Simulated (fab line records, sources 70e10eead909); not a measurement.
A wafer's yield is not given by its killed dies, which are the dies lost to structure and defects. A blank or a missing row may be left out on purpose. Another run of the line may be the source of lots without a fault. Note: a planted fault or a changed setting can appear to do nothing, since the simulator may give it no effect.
fab line records | flow nand-harc
[record] lots = 11 | wafers = 33 | last-day = 25
route steps=1159 shown P_CONTACT@242 P_M1@303 END@1159
lots untouched by any fault: they come from a run of this same line in which no faults occurred
start-h: hours from the record's opening day to when the first of the lot's shown wafers began | wait-h: hours elapsed since this lot's preceding step | " identical to the entry in the row above | L1.1+2: one row covering several wafers at once | - either no value or no given start | * or withheld: withheld | < > ~ a bound
route shown NAME@n: names a module that has steps shown in the file, with the first one's number in the route | usual: mean/standard deviation of fault-free wafers | same: alike in all rows | chamber/n: place in a boat | sites: each site's reading | _std_site: the values' standard deviation | _edge_site: inner sites' mean taken away from outer sites' mean | radius-mm: how far each site lies from the wafer's centre | mask NAME#n: copy n | behind: the most recent tool/chamber to have shaped the wafer | hold: reason for holding the lot/hours on hold/outcome of the hold | device: which transistor (n, p or np) failed to switch | end of line: tests of these same wafers at the route's end | where a step has no rows: the recipe by itself | killed: the dies lost at the first sort to structure and to defects; this is not the yield of the wafer | map: dies across one wafer; x = killed, . = not, _ = none there
set.NAME: the run value of the setting; set.NAME@STEP: its run value at that earlier step | model.NAME: the simulator's own value behind a step, which no gauge read
steps of the route over a sample of lots; a table a step, a row a wafer
services: a tool's chamber out of use, with start hour (start-h, from the record's first day; less than 0 if before it), hours out, and reason
[[steps]]
[step NHARC_P_CONTACT_STRIP_28]
[recipe] o2-flow-sccm = 500 | ar-flow-sccm = 0 | bias-w = 0 | chemistry = O2
[usual] drypump-motor-current-A = 5.9/0.58 | oes-product-au = 0.999/0.0088 | rf-vpp-V = 57.8/0.81 | showerhead-plenum-p-Torr = 3.57/0.12 | throttle-valve-pct = 17.037/0.0097
lot.wafer | tool        | chamber | start-h | wait-h | drypump-motor-current-A | oes-product-au | rf-hours-counter-h | rf-vpp-V | showerhead-plenum-p-Torr | throttle-valve-pct
L188.4    | rie-diel-06 | 3       | 119.84  | 0.1    | 6.4                     | 1.001          | 4                  | 57.2     | 3.65                     | 17.033
L188.5    | "           | 0       | "       | "      | 6.6                     | 1.004          | -                  | 58.4     | 3.66                     | 17.045
L188.6    | "           | 1       | "       | "      | 6.3                     | 1.016          | -                  | 57.9     | 3.37                     | 17.039
L191.3    | rie-diel-05 | 1       | 141.12  | 0.1    | 6.4                     | 1.012          | 16                 | 57.7     | 3.67                     | 17.042
L191.2    | "           | 3       | "       | "      | 6.4                     | 1.010          | 14                 | 58.1     | 3.54                     | 17.054
L191.4    | "           | 1       | "       | "      | 6.4                     | 1.010          | -                  | 59.1     | 3.67                     | 17.053
L192.3    | rie-diel-05 | 1       | 146.46  | 0.1    | 6.4                     | 1.004          | 16                 | 57.4     | 3.67                     | 17.037
L192.1    | "           | 2       | "       | "      | 4.7                     | 1.008          | 17                 | 57.7     | 3.36                     | 17.035
L192.4    | "           | 2       | "       | "      | 4.7                     | 1.003          | -                  | 56.8     | 3.36                     | 17.022
L196.4    | rie-diel-06 | 3       | 166.26  | 0.1    | 6.4                     | 0.991          | 9                  | 58.1     | 3.65                     | 17.045
L196.1    | "           | 1       | "       | "      | 6.3                     | 1.006          | 10                 | 57.0     | 3.37                     | 17.039
L196.6    | "           | 2       | "       | "      | 5.5                     | 1.008          | -                  | 58.1     | 3.69                     | 17.047
L201.4    | rie-diel-05 | 3       | 193.75  | 0.1    | 6.5                     | 1.008          | 2                  | 58.2     | 3.54                     | 17.047
L201.5    | "           | 3       | "       | "      | 6.4                     | 1.007          | -                  | 57.7     | 3.54                     | 17.032
L201.6    | "           | 0       | "       | "      | 4.7                     | 0.993          | -                  | 56.4     | 3.36                     | 17.036
L198.1    | rie-diel-05 | 2       | 194.85  | 0.1    | 4.7                     | 0.995          | 2                  | 58.9     | 3.36                     | 17.043
L198.2    | "           | 3       | "       | "      | 6.4                     | 0.992          | 2                  | 56.7     | 3.54                     | 17.053
L198.4    | "           | 0       | "       | "      | 4.7                     | 0.982          | 1                  | 58.2     | 3.36                     | 17.054
L202.2    | rie-diel-06 | 1       | 203.52  | 0.1    | 6.3                     | 1.001          | 13                 | 57.7     | 3.37                     | 17.032
L202.1    | "           | 0       | "       | "      | 6.5                     | 0.988          | 11                 | 58.1     | 3.66                     | 17.026
L202.5    | "           | 3       | "       | "      | 6.4                     | 0.995          | -                  | 57.0     | 3.64                     | 17.042
L205.1    | rie-diel-06 | 1       | 219.30  | 0.1    | 6.3                     | 0.999          | 15                 | 58.4     | 3.37                     | 17.042
L205.3    | "           | 2       | "       | "      | 5.5                     | 0.996          | 14                 | 59.3     | 3.69                     | 17.058
L205.4    | "           | 3       | "       | "      | 6.4                     | 0.999          | -                  | 60.1     | 3.64                     | 17.030
L206.3    | rie-diel-06 | 3       | 227.10  | 0.1    | 6.4                     | 1.011          | 14                 | 58.6     | 3.64                     | 17.051
L206.6    | "           | 0       | "       | "      | 6.6                     | 0.996          | -                  | 56.9     | 3.66                     | 17.045
L206.5    | "           | 1       | "       | "      | 6.3                     | 1.002          | -                  | 57.5     | 3.37                     | 17.060
L209.1    | rie-diel-11 | 2       | 245.77  | 0.1    | 5.4                     | 1.003          | 19                 | 58.1     | 3.68                     | 17.023
L209.4    | "           | 3       | "       | "      | 5.5                     | 1.001          | 19                 | 57.8     | 3.59                     | 17.034
L209.2    | "           | 1       | "       | "      | 5.8                     | 0.983          | 19                 | 59.2     | 3.57                     | 17.037
L210.4    | rie-diel-11 | 0       | 254.62  | 0.1    | 6.1                     | 0.996          | 13                 | 58.1     | 3.57                     | 17.041
L210.1    | "           | 1       | "       | "      | 5.8                     | 0.998          | 22                 | 57.9     | 3.57                     | 17.031
L210.2    | "           | 2       | "       | "      | 5.4                     | 1.008          | 21                 | 58.2     | 3.68                     | 17.043
[step NHARC_P_CONTACT_CMP_24]
[recipe] t-overpolish-s = 30 | target-thk-nm = 200
[usual] motor-current-A = 11.9/1.1 | overpolish-run-s = 29.999/0.0084 | time-to-endpoint-s = 39.3/2.7
lot.wafer | tool   | chamber | start-h | wait-h | motor-current-A | overpolish-run-s | time-to-endpoint-s
L188.4    | cmp-01 | 0       | 122.51  | 0.4    | 11.8            | 30.007           | 39.9
L188.5    | "      | 2       | "       | "      | 10.8            | 30.009           | 37.7
L188.6    | "      | 3       | "       | "      | 12.4            | 30.007           | 36.0
L191.4    | cmp-02 | 2       | 143.83  | 0.4    | 11.1            | 29.997           | 41.9
L191.2    | "      | 0       | "       | "      | 10.1            | 30.008           | 41.8
L191.3    | "      | 1       | "       | "      | 13.1            | 30.006           | 42.7
L192.3    | cmp-01 | 3       | 148.24  | 0.3    | 12.5            | 29.992           | 39.4
L192.4    | "      | 1       | "       | "      | 13.9            | 29.990           | 36.7
L192.1    | "      | 2       | "       | "      | 10.6            | 29.997           | 39.0
L196.1    | cmp-02 | 0       | 167.99  | 0.5    | 9.8             | 29.990           | 38.0
L196.4    | "      | 3       | "       | "      | 12.2            | 30.006           | 44.9
L196.6    | "      | 1       | "       | "      | 13.6            | 29.995           | 41.7
L201.4    | cmp-04 | 2       | 195.60  | 0.4    | 11.9            | 30.003           | 37.1
L201.5    | "      | 3       | "       | "      | 12.0            | 30.002           | 39.2
L201.6    | "      | 0       | "       | "      | 11.6            | 29.995           | 37.2
L198.2    | cmp-01 | 1       | 196.61  | 0.5    | 13.7            | 29.998           | 37.9
L198.4    | "      | 2       | "       | "      | 10.4            | 29.999           | 39.2
L198.1    | "      | 3       | "       | "      | 12.2            | 30.013           | 43.3
L202.1    | cmp-02 | 3       | 213.91  | 0.6    | 12.9            | 29.990           | 42.3
L202.2    | "      | 2       | "       | "      | 12.0            | 29.992           | 42.1
L202.5    | "      | 3       | "       | "      | 12.6            | 29.997           | 43.3
L205.1    | cmp-01 | 0       | 224.33  | 0.6    | 11.1            | 29.998           | 41.0
L205.3    | "      | 1       | "       | "      | 13.9            | 30.005           | 35.1
L205.4    | "      | 2       | "       | "      | 11.2            | 29.997           | 36.3
L206.3    | cmp-01 | 0       | 229.14  | 0.3    | 11.6            | 30.003           | 37.5
L206.5    | "      | 3       | "       | "      | 12.1            | 29.995           | 38.1
L206.6    | "      | 0       | "       | "      | 11.7            | 29.992           | 40.4
L209.4    | cmp-01 | 0       | 247.54  | 0.4    | 11.5            | 29.977           | 40.0
L209.1    | "      | 1       | "       | "      | 13.8            | 29.991           | 37.6
L209.2    | "      | 2       | "       | "      | 10.9            | 29.992           | 38.5
L210.4    | cmp-01 | 3       | 261.30  | 0.3    | 12.4            | 29.986           | 38.0
L210.1    | "      | 0       | "       | "      | 12.3            | 30.000           | 36.4
L210.2    | "      | 2       | "       | "      | 11.1            | 29.996           | 39.2
[step NHARC_P_M1_ETCH_28]
[recipe] target-depth-a = 300 | over-etch-frac = 0.3 | time-s = 72.99 | ion-energy-ev = 150 | cf4-flow-sccm = 50 | n2-flow-sccm = 100 | ar-flow-sccm = 150 | rf-w = 300 | bias-w = 100 | chemistry = CF4/N2
[usual] drypump-motor-current-A = 5.6/0.45 | oes-product-au = 1.005/0.0098 | rf-fwd-power-W = 297.9/0.88 | rf-vpp-V = 314.6/2.3 | run-length-s = 94.4/0.32 | showerhead-plenum-p-Torr = 2.65/0.12 | throttle-valve-pct = 19.794/0.009
lot.wafer | tool        | chamber | start-h | wait-h | drypump-motor-current-A | oes-product-au | rf-fwd-power-W | rf-hours-counter-h | rf-vpp-V | run-length-s | showerhead-plenum-p-Torr | throttle-valve-pct
L188.4    | rie-diel-07 | 2       | 128.79  | -      | 5.7                     | 0.996          | 297.7          | 5                  | 314.1    | 94.6         | 2.68                     | 19.783
L188.5    | "           | 0       | "       | "      | 5.7                     | 1.005          | 297.3          | -                  | 313.3    | 94.1         | 2.67                     | 19.805
L188.6    | "           | 1       | "       | "      | 4.9                     | 0.986          | 297.4          | -                  | 314.1    | 94.8         | 2.66                     | 19.810
L191.2    | rie-diel-07 | 3       | 150.05  | -      | 6.3                     | 0.992          | 297.7          | 6                  | 313.0    | 94.4         | 2.47                     | 19.784
L191.3    | "           | 0       | "       | "      | 5.7                     | 1.028          | 297.4          | 6                  | 313.6    | 94.5         | 2.67                     | 19.788
L191.4    | "           | 1       | "       | "      | 4.9                     | 1.000          | 296.8          | 6                  | 316.3    | 94.3         | 2.66                     | 19.788
L192.1    | rie-diel-10 | 2       | 154.61  | -      | 5.3                     | 1.021          | 298.8          | 4                  | 318.1    | 94.5         | 2.79                     | 19.790
L192.4    | "           | 3       | "       | "      | 6.0                     | 1.027          | 298.6          | 3                  | 314.4    | 94.7         | 2.66                     | 19.781
L192.3    | "           | 1       | "       | "      | 5.5                     | 1.010          | 298.8          | 4                  | 313.9    | 94.1         | 2.54                     | 19.804
L196.1    | rie-diel-07 | 1       | 174.60  | -      | 4.9                     | 0.997          | 299.1          | 7                  | 316.2    | 94.6         | 2.66                     | 19.781
L196.4    | "           | 0       | "       | "      | 5.6                     | 1.014          | 296.9          | 7                  | 315.4    | 94.6         | 2.67                     | 19.795
L196.6    | "           | 1       | "       | "      | 4.9                     | 0.991          | 297.3          | -                  | 315.2    | 94.7         | 2.66                     | 19.790
L201.4    | rie-diel-12 | 0       | 201.71  | -      | 6.5                     | 1.001          | 297.8          | 13                 | 316.7    | 94.2         | 2.82                     | 19.809
L201.5    | "           | 2       | "       | "      | 5.8                     | 0.998          | 298.2          | -                  | 317.0    | 93.5         | 2.82                     | 19.795
L201.6    | "           | 3       | "       | "      | 4.9                     | 0.995          | 297.4          | -                  | 311.1    | 94.8         | 2.51                     | 19.779
L198.4    | rie-diel-10 | 2       | 202.92  | -      | 5.3                     | 1.008          | 297.6          | 0                  | 317.4    | 94.1         | 2.80                     | 19.795
L198.1    | "           | 0       | "       | "      | 5.2                     | 1.010          | -              | 0                  | 311.7    | 77.7         | 2.49                     | 19.805
L198.2    | "           | 1       | "       | "      | 5.5                     | 0.999          | 296.1          | 0                  | 312.5    | 94.4         | 2.54                     | 19.795
L202.1    | rie-diel-07 | 2       | 220.12  | -      | 5.8                     | 0.998          | 297.7          | 10                 | 314.5    | 94.9         | 2.68                     | 19.793
L202.2    | "           | 0       | "       | "      | 5.6                     | 1.010          | 297.3          | 10                 | 314.4    | 94.3         | 2.67                     | 19.803
L202.5    | "           | 1       | "       | "      | 4.9                     | 1.007          | 298.9          | -                  | 316.8    | 94.3         | 2.66                     | 19.781
L205.4    | rie-diel-12 | 3       | 230.93  | -      | 5.0                     | 1.005          | 298.7          | 2                  | 311.6    | 94.8         | 2.51                     | 19.798
L205.3    | "           | 0       | "       | "      | 6.5                     | 1.020          | 298.1          | 1                  | 316.4    | 94.6         | 2.82                     | 19.783
L205.1    | "           | 1       | "       | "      | 6.2                     | 0.997          | 297.3          | 2                  | 317.1    | 93.9         | 2.80                     | 19.796
L206.3    | rie-diel-12 | 0       | 235.96  | -      | 6.5                     | 1.008          | 296.7          | 2                  | 318.3    | 94.1         | 2.82                     | 19.797
L206.5    | "           | 0       | "       | "      | 6.5                     | 1.006          | 297.7          | -                  | 317.0    | 94.4         | 2.82                     | 19.787
L206.6    | "           | 1       | "       | "      | 6.2                     | 0.998          | 297.9          | -                  | 315.9    | 94.5         | 2.80                     | 19.785
L209.2    | rie-diel-10 | 0       | 253.86  | -      | 5.2                     | 1.005          | 297.6          | 2                  | 313.5    | 94.1         | 2.49                     | 19.794
L209.1    | "           | 1       | "       | "      | 5.5                     | 0.997          | 296.7          | 1                  | 312.4    | 93.9         | 2.54                     | 19.788
L209.4    | "           | 2       | "       | "      | 5.3                     | 1.006          | 298.9          | 1                  | 316.5    | 94.3         | 2.79                     | 19.795
L210.4    | rie-diel-10 | 3       | 267.32  | -      | 6.0                     | 1.016          | 298.3          | 2                  | 314.9    | 94.8         | 2.66                     | 19.800
L210.2    | "           | 0       | "       | "      | 5.2                     | 1.006          | 299.4          | 2                  | 311.4    | 94.0         | 2.49                     | 19.780
L210.1    | "           | 2       | "       | "      | 5.3                     | 1.012          | 299.2          | 2                  | 317.3    | 94.2         | 2.79                     | 19.793
[step NHARC_P_M1_DEP_33]
[recipe] target-thk-a = 300 | temp-c = 370 | target-thk-nm = 30 | pressure-torr = 3 | flow-sccm = 200 | rf-w = 450 | material = SiCN
[usual] heater-power-w = 569/63 | rf-fwd-power-W = 448.9/1.3
lot.wafer | tool     | chamber | start-h | wait-h | heater-power-w | rf-fwd-power-W
L188.5    | pecvd-02 | 0       | 131.11  | 0.2    | 569            | 449.4
L188.6    | "        | 1       | "       | "      | 559            | 448.6
L188.4    | "        | 2       | "       | "      | 577            | 447.1
L191.3    | pecvd-02 | 2       | 152.35  | 0.1    | 484            | 450.3
L191.2    | "        | 1       | "       | "      | 522            | 452.3
L191.4    | "        | 0       | "       | "      | 568            | 449.0
L192.1    | pecvd-01 | 1       | 157.12  | 0.1    | 523            | 449.3
L192.3    | "        | 2       | "       | "      | 625            | 449.1
L192.4    | "        | 2       | "       | "      | 623            | 449.6
L196.1    | pecvd-02 | 0       | 176.89  | 0.1    | 556            | 449.2
L196.4    | "        | 0       | "       | "      | 549            | 448.8
L196.6    | "        | 1       | "       | "      | 506            | 447.6
L201.6    | pecvd-02 | 0       | 203.92  | 0.2    | 572            | 447.8
L201.5    | "        | 1       | "       | "      | 518            | 448.5
L201.4    | "        | 2       | "       | "      | 582            | 449.0
L198.1    | pecvd-01 | 1       | 205.08  | 0.1    | 583            | 449.3
L198.2    | "        | 2       | "       | "      | 634            | 449.2
L198.4    | "        | 0       | "       | "      | 642            | 448.4
L202.2    | pecvd-04 | 1       | 222.31  | 0.1    | 542            | 448.6
L202.1    | "        | 2       | "       | "      | 664            | 449.7
L202.5    | "        | 1       | "       | "      | 537            | 449.9
L205.1    | pecvd-04 | 2       | 233.09  | 0.1    | 588            | 447.1
L205.3    | "        | 2       | "       | "      | 596            | 447.4
L205.4    | "        | 0       | "       | "      | 517            | 448.5
L206.3    | pecvd-02 | 1       | 238.45  | 0.1    | 544            | 448.0
L206.5    | "        | 1       | "       | "      | 536            | 449.7
L206.6    | "        | 0       | "       | "      | 593            | 447.0
L209.1    | pecvd-02 | 2       | 256.17  | 0.1    | 558            | 450.2
L209.2    | "        | 0       | "       | "      | 587            | 448.3
L209.4    | "        | 0       | "       | "      | 576            | 449.2
L210.1    | pecvd-02 | 1       | 269.45  | 0.1    | 542            | 448.9
L210.2    | "        | 0       | "       | "      | 576            | 449.0
L210.4    | "        | 1       | "       | "      | 536            | 448.6
[step NHARC_END_SORT_01]
[recipe] temp-c = 25
[usual] defect-limited-yield = 95.3/1.7 | killed-at-array = 28/11 | killed-at-other = 0.5/0.85 | killed-at-periphery = 2.7/1.9 | killed-dies = 32/12 | killed-open = 3.3/1.6 | killed-short = 2.1/1.5 | sort_bin_2_pct = 1.5/0.71 | sort_bin_3_pct = 0.25/0.23 | sort_bin_4_pct = 3.0/1.1 | sort-n-pass = 645/12 | sort-rim-yield-pct = 95/3.1 | sort-yield-pct = 95.3/1.7
[same] gross-dies = 677 | sort_bin_5_pct[%] = 0 | sort_bin_6_pct[%] = 0 | sort_bin_7_pct[%] = 0 | sort_bin_8_pct[%] = 0 | sort-rim-n-gross = 106.00
lot.wafer | tool      | chamber | start-h | wait-h | defect-limited-yield[%] | killed-at-array | killed-at-other | killed-at-periphery | killed-dies | killed-open | killed-short | sort_bin_2_pct[%] | sort_bin_3_pct[%] | sort_bin_4_pct[%] | sort-n-pass | sort-rim-yield-pct[%] | sort-yield-pct[%]
L188.4    | prober-01 | 0       | 467.30  | 3.4    | 96.6                    | 19              | 0               | 4                   | 23          | 3           | 2            | 1.5               | 0.30              | 1.6               | 654         | 94                    | 96.6
L188.5    | prober-01 | 0       | 468.11  | 3.7    | 96.8                    | 19              | 1               | 2                   | 22          | 4           | 3            | 1.3               | 0.15              | 1.8               | 655         | 98                    | 96.8
L188.6    | prober-01 | 0       | 468.91  | 4.0    | 96.2                    | 23              | 0               | 3                   | 26          | 1           | 3            | 0.7               | 0.15              | 3.0               | 651         | 98                    | 96.2
L205.1    | prober-02 | 0       | 563.94  | 2.5    | 98.1                    | 12              | 0               | 1                   | 13          | 1           | 2            | 0.4               | 0.15              | 1.3               | 664         | 97                    | 98.1
L205.3    | prober-02 | 0       | 565.54  | 3.1    | 96.5                    | 24              | 0               | 0                   | 24          | 4           | 4            | 0.3               | 0.44              | 2.8               | 653         | 96                    | 96.5
L205.4    | prober-02 | 0       | 566.34  | 3.4    | 97.0                    | 16              | 0               | 4                   | 20          | 2           | 3            | 1.5               | 0.15              | 1.3               | 657         | 99                    | 97.0
L206.3    | prober-02 | 0       | 573.35  | 3.1    | 95.7                    | 29              | 0               | 0                   | 29          | 0           | 1            | 1.9               | 0.30              | 2.1               | 648         | 95                    | 95.7
L206.5    | prober-02 | 0       | 574.97  | 3.7    | 93.2                    | 42              | 0               | 4                   | 46          | 3           | 1            | 1.6               | 0.74              | 4.4               | 631         | 98                    | 93.2
L206.6    | prober-02 | 0       | 575.78  | 4.0    | 92.9                    | 44              | 0               | 4                   | 48          | 4           | 3            | 2.4               | 0.15              | 4.6               | 629         | 90                    | 92.9
// killed by level:class
L188.4 A_SLIT:chamber-film-flake=12 A_M0:geometric-particle:open=2 P_STI:chamber-film-flake=2 P_CONTACT:geometric-particle:open=1 A_CHANNEL_FILL_D1:geometric-particle:short=1 A_WL_FILL:geometric-particle:short=1 P_M0:chamber-film-flake=1 A_CHANNEL_HOLE_D1:chamber-film-flake=1
L188.5 A_SLIT:chamber-film-flake=7 A_CHANNEL_HOLE_D1:chamber-film-flake=3 A_SGD_CUT:geometric-particle:open=2 A_CONTACT:chamber-film-flake=2 P_CONTACT:geometric-particle:open=1 A_CHANNEL_FILL_D1:geometric-particle:open=1 A_CHANNEL_FILL_D1:geometric-particle:short=1 A_WL_FILL:geometric-particle:short=1
L188.6 A_SLIT:chamber-film-flake=10 A_STAIRCASE:chamber-film-flake=3 A_CONTACT:chamber-film-flake=3 P_CONTACT:geometric-particle:short=2 A_CHANNEL_HOLE_D1:chamber-film-flake=2 A_WL_FILL:chamber-film-flake=2 A_CHANNEL_FILL_D1:geometric-particle:short=1 A_WL_FILL:geometric-particle:open=1
L205.1 A_CHANNEL_HOLE_D1:chamber-film-flake=4 A_WL_FILL:chamber-film-flake=2 P_CONTACT:geometric-particle:open=1 A_WL_FILL:geometric-particle:short=1 A_M0:geometric-particle:short=1 A_CHANNEL_FILL_D1:chamber-film-flake=1 A_STAIRCASE:chamber-film-flake=1 A_SLIT:chamber-film-flake=1
L205.3 A_CHANNEL_HOLE_D1:chamber-film-flake=5 A_WL_FILL:chamber-film-flake=4 A_CONTACT:chamber-film-flake=4 A_STAIRCASE:chamber-film-flake=3 A_CONTACT:geometric-particle:open=2 A_ONON_D1:geometric-particle:short=1 A_CHANNEL_HOLE_D1:geometric-particle:open=1 A_STAIRCASE:geometric-particle:open=1
L205.4 A_CHANNEL_HOLE_D1:chamber-film-flake=5 A_CONTACT:chamber-film-flake=4 A_STAIRCASE:chamber-film-flake=3 P_GATE:geometric-particle:short=1 P_M0:geometric-particle:open=1 A_ONON_D1:geometric-particle:short=1 A_WL_FILL:geometric-particle:short=1 A_CONTACT:geometric-particle:open=1
L206.3 A_CHANNEL_HOLE_D1:chamber-film-flake=10 A_SLIT:chamber-film-flake=8 A_CONTACT:chamber-film-flake=5 A_STAIRCASE:chamber-film-flake=4 A_WL_FILL:geometric-particle:short=1 A_WL_FILL:chamber-film-flake=1
L206.5 A_SLIT:chamber-film-flake=20 A_CHANNEL_HOLE_D1:chamber-film-flake=12 A_STAIRCASE:chamber-film-flake=4 A_CONTACT:chamber-film-flake=3 P_M0:geometric-particle:open=2 P_ZERO_WELL:chamber-film-flake=2 A_WL_FILL:geometric-particle:short=1 A_WL_FILL:geometric-particle:open=1
L206.6 A_SLIT:chamber-film-flake=19 A_CHANNEL_HOLE_D1:chamber-film-flake=10 A_STAIRCASE:chamber-film-flake=5 A_CONTACT:chamber-film-flake=3 P_ZERO_WELL:chamber-film-flake=2 A_WL_FILL:chamber-film-flake=2 P_M0:geometric-particle:short=1 P_M2:geometric-particle:open=1
[[services]]
tool        | chamber | start-h | hours | kind
cmp-02      | -       | 97.97   | 11.2  | repair
rie-diel-10 | 2       | 107.46  | 4.0   | repair
rie-diel-10 | 3       | 111.97  | 11.0  | repair
cmp-01      | -       | 116.55  | 3.3   | repair
rie-diel-07 | 0       | 122.63  | 2.6   | repair
cmp-01      | -       | 126.29  | 0.2   | repair
rie-diel-05 | 0       | 130.70  | 46.0  | repair
rie-diel-06 | -       | 134.87  | 0.7   | repair
rie-diel-05 | 2       | 150.66  | 6.9   | repair
pecvd-02    | -       | 153.45  | 13.0  | pm
rie-diel-07 | 1       | 161.81  | 8.7   | repair
rie-diel-10 | -       | 176.50  | 9.0   | pm
cmp-01      | -       | 179.66  | 4.0   | pm
pecvd-02    | 0       | 183.67  | 6.2   | repair
rie-diel-10 | 2       | 194.80  | 4.1   | repair
rie-diel-06 | 2       | 201.29  | 9.5   | repair
pecvd-02    | -       | 213.11  | 1.0   | repair
cmp-01      | -       | 213.80  | 3.7   | repair
rie-diel-06 | 0       | 218.07  | 8.5   | repair
cmp-01      | -       | 221.60  | 2.5   | repair
rie-diel-07 | -       | 228.20  | 9.0   | pm
rie-diel-06 | -       | 241.34  | 9.0   | pm
rie-diel-06 | 1       | 258.58  | 5.5   | repair
rie-diel-07 | 0       | 263.66  | 4.8   | repair
[[key]]
[first-sign] step = NHARC_P_M1_ETCH_28 | reading = run-length-s | direction = down | sigmas = 52 | usual = * | struck = *
effect none on later readings
met-at NHARC_P_M1_ETCH_28
struck-lots L198
struck-wafers L198.1
not-acting-at NHARC_P_CONTACT_STRIP_28,NHARC_P_CONTACT_CMP_24,NHARC_P_M1_DEP_33
[fault] kind = process-parameter-drift | tool = rie-diel-10 | chamber = 0 | onset-h = 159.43 | steps = NHARC_P_M1_ETCH_28 | channel = time-s | offset = * | shape = step | end-h = 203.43 | acts-in = * | stated = *
